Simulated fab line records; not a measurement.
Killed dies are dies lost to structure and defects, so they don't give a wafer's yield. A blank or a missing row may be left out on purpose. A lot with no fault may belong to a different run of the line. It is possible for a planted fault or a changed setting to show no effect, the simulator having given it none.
Chamber matching    flow nandHarc    4 sister chambers for NHARC_A_SGD_CUT_CMP_21 on cmp-01
The step polishes, target thk 148.19 nm. 4 wafers are shown with their chamber, then 8 later ones without.

## WAFERS WITH THEIR CHAMBER
wafer   chamber  motorCurrentA (A)
L079.6  3        10.8
L090.5  1        11.5
L090.6  0        11.3
L093.1  2        14.9

## WAFERS MISSING THEIR CHAMBER
wafer   motorCurrentA (A)
L093.2  12.3
L093.3  11.4
L094.1  14.6
L094.2  11.7
L094.3  11.2
L095.3  11.7
L095.4  10.7
L095.6  11.4

## CHAMBER TAKEN BY EACH
wafer   from the rows above           in truth
L093.2  can't be placed: 1 or 0       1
L093.3  can't be placed: 0 or 1 or 3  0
L094.1  2                             2
L094.2  can't be placed: 1 or 0       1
L094.3  can't be placed: 0 or 1 or 3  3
L095.3  can't be placed: 1 or 0       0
L095.4  can't be placed: 3 or 0       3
L095.6  can't be placed: 0 or 1 or 3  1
Correct placement for 1 of the 8. Not placeable from these rows: 7 (in 7, the candidates include the true chamber). 0 placed wrongly.
How it was worked out, from the rows above alone: a wafer's distance from a chamber is the root of the sum, over the readings, of the square of ((its reading less the chamber's mean) divided by the reading's scatter). The wafer belongs to the nearest chamber; if the next one is less than 2 further off, it can't be placed. A chamber's mean is the mean of its shown wafers. The scatter (one wafer shown for each chamber): square how far every hidden wafer sits from the nearest shown wafer, average those squares and take the square root.
